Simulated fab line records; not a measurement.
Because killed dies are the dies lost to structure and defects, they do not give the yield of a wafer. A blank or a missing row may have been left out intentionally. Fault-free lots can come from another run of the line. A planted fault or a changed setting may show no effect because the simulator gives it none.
Matching of chambers    flow n5_finfet    N5_BEOL_M4_ETCH_69 on rie_diel-05 has 4 sister chambers
The step etches SiARC in CF4, target depth 15.6 nm, time 26 s. 20 wafers are shown with their chamber, then 10 later ones without.

== WAFERS PAIRED WITH THEIR CHAMBERS ==
wafer   chamber  throttle_valve_pct (%)  showerhead_plenum_p_Torr (Torr)  oes_product_au (a.u.)
L074.1  0        15.31                   2.19                             0.77
L074.2  3        15.16                   2.12                             0.80
L074.3  2        15.82                   2.10                             0.59
L074.4  1        15.68                   2.07                             0.68
L074.5  3        15.16                   2.12                             0.79
L074.6  0        15.33                   2.19                             0.76
L078.1  3        15.18                   2.12                             0.77
L078.2  1        15.69                   2.07                             0.67
L078.3  2        15.85                   2.09                             0.58
L078.4  0        15.32                   2.19                             0.75
L078.5  3        15.18                   2.12                             0.77
L078.6  0        15.33                   2.19                             0.75
L084.1  1        15.72                   2.06                             0.66
L084.2  3        15.23                   2.11                             0.74
L084.3  2        15.87                   2.09                             0.57
L084.4  0        15.39                   2.18                             0.72
L084.5  2        15.87                   2.09                             0.57
L084.6  3        15.22                   2.11                             0.75
L086.1  3        15.24                   2.11                             0.73
L086.3  1        15.74                   2.06                             0.66

SIGNATURES, as means of the wafers listed above
reading                   chamber 0  chamber 1  chamber 2  chamber 3  scatter within a chamber
throttle_valve_pct        15.3360    15.7075    15.8525    15.1957    0.0303
showerhead_plenum_p_Torr  2.1880     2.0650     2.0925     2.1157     0.00516
oes_product_au            0.7500     0.6675     0.5775     0.7643     0.0192
Rule: for a wafer and a chamber, the distance is found by dividing, reading by reading, the gap between the wafer's reading and the chamber's mean by the reading's scatter, squaring, summing and taking the root. The wafer belongs to the nearest chamber; if the next one is less than 2 further off, it can't be placed. How the scatter is found: for the shown wafers, subtract from each reading the mean of its chamber, square and add these, divide the total by (wafers less chambers), then take the root.

== WAFERS MISSING THEIR CHAMBER ==
wafer   throttle_valve_pct (%)  showerhead_plenum_p_Torr (Torr)  oes_product_au (a.u.)
L086.4  15.40                   2.18                             0.71
L088.1  15.38                   2.18                             0.71
L088.2  15.89                   2.09                             0.56
L088.3  15.22                   2.11                             0.73
L088.4  15.75                   2.06                             0.66
L088.5  15.75                   2.06                             0.66
L088.6  15.39                   2.18                             0.70
L090.2  15.40                   2.18                             0.72
L090.5  15.24                   2.11                             0.73
L090.6  15.39                   2.18                             0.71

== CHAMBER TAKEN BY EACH ==
wafer   from the rows above  in truth
L086.4  0                    0
L088.1  0                    0
L088.2  2                    2
L088.3  3                    3
L088.4  1                    1
L088.5  1                    1
L088.6  0                    0
L090.2  0                    0
L090.5  3                    3
L090.6  0                    0
Placed correctly: 10 of 10. Number that these rows cannot place: 0. Placed wrongly: 0.
